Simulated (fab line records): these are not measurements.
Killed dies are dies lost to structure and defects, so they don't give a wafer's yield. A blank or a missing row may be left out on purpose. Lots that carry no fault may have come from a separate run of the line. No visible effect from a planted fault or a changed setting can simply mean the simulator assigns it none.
Comparing a struck lot with a sound one	flow nand-harc	14 out of 1302 route steps
Sound: wafers L543.3, L543.4, L543.5. The struck wafers were L561.4, L561.5, L561.6. The cause comes at the end.
Each step with rows lists, per side, the tool, then ch with its chambers, then its first start. Under that, the readings that differ: sound wafers	struck wafers	difference of the means	sigmas: that difference in standard deviations of wafers without a fault.
alike: words and numbers the same on both sides, and readings whose means are apart by under 2 such deviations; not compared: readings that were withheld, readings missing a value for some wafer, numbers with overlapping values and no deviation given by the record, and bounds like >300 which may hide the same value.
The two part at a step that has a row with sigmas, a row that says differs or no value, or rows on one side only. Numbers that have no deviation but don't overlap get no sigmas and don't part them. A reading missing from all wafers of one side parts the sides only when that side holds two or more wafers.

NHARC_A_CHANNEL_FILL_D2_ETCHBACK_20: etches the open film in C4F8/O2/Ar, target depth 27 nm, time 13.5 s.
  sound on rie-diel-07 ch 1,2,3, day 15 10:52; struck on rie-diel-07 ch 0,2,3, day 22 16:36
  alike: oes-product-au, rf-vpp-V
  not compared: rf-hours-counter-h
NHARC_A_CHANNEL_FILL_D2_STRIP_28: strips in O2, time 20 s.
  sound on rie-diel-07 ch 2,3, day 15 10:57; struck on rie-diel-07 ch 0,2,3, day 22 16:41
  alike: drypump-motor-current-A, mfc-ar-sccm, oes-product-au, rf-vpp-V, showerhead-plenum-p-Torr, throttle-valve-pct
  not compared: rf-hours-counter-h
then, 4 steps without rows for these wafers: NHARC_A_CHANNEL_FILL_D2_PRECLEAN_21 (cleans in dHF, time 30 s); NHARC_A_CHANNEL_FILL_D2_SRD_23; NHARC_A_CHANNEL_FILL_D2_CVD_05 (deposits poly-Si, target thk 5 nm); NHARC_A_CHANNEL_FILL_D2_ANNEAL_22 (time 7200 s).
NHARC_A_CHANNEL_FILL_D2_ALD_25: deposits SiOx, target thk 60 nm, pulse time 10 s, ald cycles 600.
  sound on ald-hk-01 ch 1,2, day 15 23:25; struck on ald-hk-01 ch 0,1,3, day 23 06:33
  alike: heater-power-w, precursor-pulse-height-rel
NHARC_A_CHANNEL_FILL_D2_ETCHBACK_08: etches the open film in C4F8, target depth 220 nm, time 110 s.
  sound: rie-diel-09 ch 0,3; struck: rie-diel-09 ch 1,2,3
  alike: oes-product-au, rf-vpp-V
  not compared: rf-hours-counter-h
NHARC_A_CHANNEL_FILL_D2_STRIP_29: strips in O2, time 20 s.
  sound on rie-diel-09 ch 0,1,2; struck on rie-diel-09 ch 1,2,3, day 23 11:03
  alike: drypump-motor-current-A, mfc-ar-sccm, oes-product-au, rf-vpp-V, showerhead-plenum-p-Torr, throttle-valve-pct
  not compared: rf-hours-counter-h
then, 2 steps without rows for these wafers: NHARC_A_CHANNEL_FILL_D2_PRECLEAN_30 (cleans in dHF, time 30 s); NHARC_A_CHANNEL_FILL_D2_SRD_31.
NHARC_A_CHANNEL_FILL_D2_CVD_09: deposits poly-Si, target thk 150 nm, time 3000 s.
  sound on lpcvd-poly-03 ch 0, day 16 06:53; struck on lpcvd-poly-03 ch 0, day 23 13:26
reading	sound	struck	difference	sigmas
spike-tc-bottom-C (C)	639.1 637.6 639.9	587.4 587.9 588.2	-51.0	-43
spike-tc-centre-C (C)	620.2 622.1 620.0	567.6 568.7 568.5	-52.5	-48
spike-tc-lower-C (C)	619.0 621.2 618.7	565.7 567.2 565.1	-53.6	-36
spike-tc-top-C (C)	635.3 635.5 635.1	585.9 583.8 583.5	-50.9	-19
spike-tc-upper-C (C)	616.9 617.0 616.4	564.9 567.0 561.7	-52.2	-33
tube-center-temp-C (C)	619.96 620.12 620.00	567.34 567.32 567.34	-52.69	-99 or more
zone-power-centre-pct (%)	8.8 8.8 8.7	7.6 7.6 7.5	-1.2	-3
zone-power-top-pct (%)	19.0 19.4 19.1	16.9 17.0 16.8	-2.3	-3
zone-power-upper-pct (%)	9.00 9.09 9.02	7.64 7.76 7.93	-1.26	-5
NHARC_A_CHANNEL_FILL_D2_CMP_10: polishes, target thk 150 nm.
  sound on cmp-01 ch 0,2,3, day 16 10:08; struck on cmp-02 ch 0,2,3, day 23 16:40
reading	sound	struck	difference	sigmas
time-to-endpoint-s (s)	17.1 13.2 15.7	4.3 4.6 5.5	-10.5	-5
  alike: motor-current-A, slurry-filter-dp-kPa
-- record jumps: 9 days between struck wafers' starts before vs after; left off in module A_CHANNEL_FILL_D2, resumes in module END, first step shown is number 1302 of the route --
NHARC_END_SORT_01:
  sound on prober-02 ch 0, day 25 01:21; struck on prober-02 ch 0, day 32 10:13
reading	sound	struck	difference	sigmas
killed-at-array	49 49 49	89 75 87	+35	+2
killed-dies	51 53 53	92 82 92	+36	+2
  alike: killed-at-other, killed-at-periphery, killed-open, killed-short

== WHERE THEY PART ==
First at NHARC_A_CHANNEL_FILL_D2_CVD_09; last, within this record, at NHARC_END_SORT_01.

WHY: what the simulator had put in
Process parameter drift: lpcvd-poly-03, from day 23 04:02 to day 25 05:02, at NHARC_A_CHANNEL_FILL_D2_CVD_09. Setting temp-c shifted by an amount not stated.
